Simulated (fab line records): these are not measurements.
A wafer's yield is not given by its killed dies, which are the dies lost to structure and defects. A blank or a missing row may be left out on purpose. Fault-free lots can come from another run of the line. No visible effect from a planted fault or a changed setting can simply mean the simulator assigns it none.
Chamber matching -- flow n5Finfet -- N5_BEOL_M8_ALD_77 on aldMetal-04 has 4 sister chambers
The step deposits TaN, target thk 2 nm, pulse time 2 s, purge time 3 s. 8 wafers are shown with their chamber, then 9 later ones without.

## WAFERS WITH THEIR CHAMBER
wafer,chamber,heaterPowerW (W)
L076.3,3,361
L086.1,3,361
L087.2,1,391
L088.5,1,391
L088.6,0,413
L090.1,0,417
L090.2,2,419
L090.6,2,411

## WAFERS MISSING THEIR CHAMBER
wafer,heaterPowerW (W)
L093.1,422
L093.3,414
L093.4,381
L094.1,401
L094.3,411
L094.6,361
L096.1,412
L096.4,375
L096.5,394

## WHICH CHAMBER EACH WENT THROUGH
wafer,from the rows above,in truth
L093.1,can't be placed: 0 or 2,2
L093.3,can't be placed: 0 or 2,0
L093.4,1,1
L094.1,can't be placed: 1 or 0 or 2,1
L094.3,can't be placed: 0 or 2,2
L094.6,3,3
L096.1,can't be placed: 0 or 2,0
L096.4,can't be placed: 3 or 1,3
L096.5,1,1
Correctly placed: 3 of 9. From these rows, 6 cannot be placed; in 6 the true chamber is one of the candidates. Number placed wrongly: 0.
How it was worked out, from the rows above alone: a wafer's distance from a chamber is the root of the sum, over the readings, of the square of ((its reading less the chamber's mean) divided by the reading's scatter). The wafer belongs to the nearest chamber; if the next one is less than 2 further off, it can't be placed. The mean given for a chamber averages the wafers shown for that chamber. The scatter: take each reading less its chamber's mean, square it, sum over the shown wafers, divide by the number of wafers less the number of chambers, and take the root.
